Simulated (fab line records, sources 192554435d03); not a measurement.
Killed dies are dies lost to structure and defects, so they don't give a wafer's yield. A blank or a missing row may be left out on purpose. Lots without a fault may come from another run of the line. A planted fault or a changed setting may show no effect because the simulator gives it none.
Which tool did it? | flow n5_finfet | 11 lots, 31 wafers sampled, at 3 steps of a route of 1938

WHAT THE GAUGES READ, wafer by wafer
N5_BEOL_M11_OVL_MEAS_12.
lot  | measured     | on         | M11_OVL (nm)
L330 | day 10 11:13 | overlay-02 | -1.2 0.1 -0.3
L329 | day 10 11:04 | overlay-02 | -0.2 0.5 0.3
L335 | day 12 03:45 | overlay-02 | -1.0 -0.7 -0.4
L336 | day 12 12:06 | overlay-01 | 0.6 -0.9 -0.6
L340 | day 12 19:31 | overlay-01 | 1.0 1.0 2.1
L338 | day 13 02:51 | overlay-01 | -2.0 -0.2 -1.6
L341 | day 14 05:31 | overlay-01 | 0.8 0.3 -0.3
L343 | day 14 05:47 | overlay-01 | -0.3 -0.7 0.2
L348 | day 15 01:04 | overlay-01 | 0.5 -0.3
L349 | day 16 11:26 | overlay-01 | 0.8 0.1
L352 | day 16 15:38 | overlay-01 | 0.2 -0.5 -1.8

WHICH TOOL RAN EACH LOT (tool, then ch and the chambers of the sampled wafers, then the start)
lot  | N5_BEOL_M10_CMP_52            | N5_BEOL_M11_PECVD_70
L330 | cmp-04 ch 0,1,3, day 10 07:35 | pecvd-03 ch 0,1,2, day 10 09:08
L329 | cmp-04 ch 1,2, day 10 07:47   | pecvd-03 ch 1,2, day 10 08:56
L335 | cmp-03 ch 0,3, day 11 23:12   | pecvd-04 ch 1,2, day 12 00:32
L336 | cmp-03 ch 0,2,3, day 12 09:53 | pecvd-03 ch 0,1, day 12 10:56
L340 | cmp-03 ch 1,2, day 12 16:56   | pecvd-03 ch 0,1,2, day 12 18:03
L338 | cmp-04 ch 1,2, day 12 18:03   | pecvd-04 ch 0,2, day 12 19:10
L341 | cmp-02 ch 0,2,3, day 14 03:14 | pecvd-02 ch 0,1,2, day 14 04:50
L343 | cmp-02 ch 0,1,3, day 14 04:01 | pecvd-03 ch 0,2, day 14 05:20
L348 | cmp-04 ch 2,3, day 14 21:56   | pecvd-02 ch 0, day 14 23:30
L349 | cmp-02 ch 0,1, day 16 09:05   | pecvd-03 ch 0,2, day 16 10:34
L352 | cmp-02 ch 0,1,2, day 16 11:58 | pecvd-02 ch 0,1, day 16 13:32
- N5_BEOL_M10_CMP_52: polishes, stops on SiCOH lowk, t overpolish 7 s, target thk 140 nm.
- N5_BEOL_M11_PECVD_70: deposits SiO2 from TEOS/O2, target thk 20 nm, time 22.7 s.

THE ANSWER, worked out from the rows above alone
Rule: what is usual is taken from the lots themselves. Put in order of their means at a reading, lots are off if they are a third of the lots or fewer, leave a main group of 4 or more, and stand apart from it by a gap of 3 or more times the standard deviation of the main group's means; of several such gaps the widest counts. A main group whose means are all the same, to the digits that the tables above print for the reading, isn't used. A lot without any number at a reading at which 4 lots or more have one is off too. The other lots that the step has rows for count as sound.
No lot is off at any reading shown: from this, nothing can be told.

WHAT THE SIMULATOR HAD PUT IN
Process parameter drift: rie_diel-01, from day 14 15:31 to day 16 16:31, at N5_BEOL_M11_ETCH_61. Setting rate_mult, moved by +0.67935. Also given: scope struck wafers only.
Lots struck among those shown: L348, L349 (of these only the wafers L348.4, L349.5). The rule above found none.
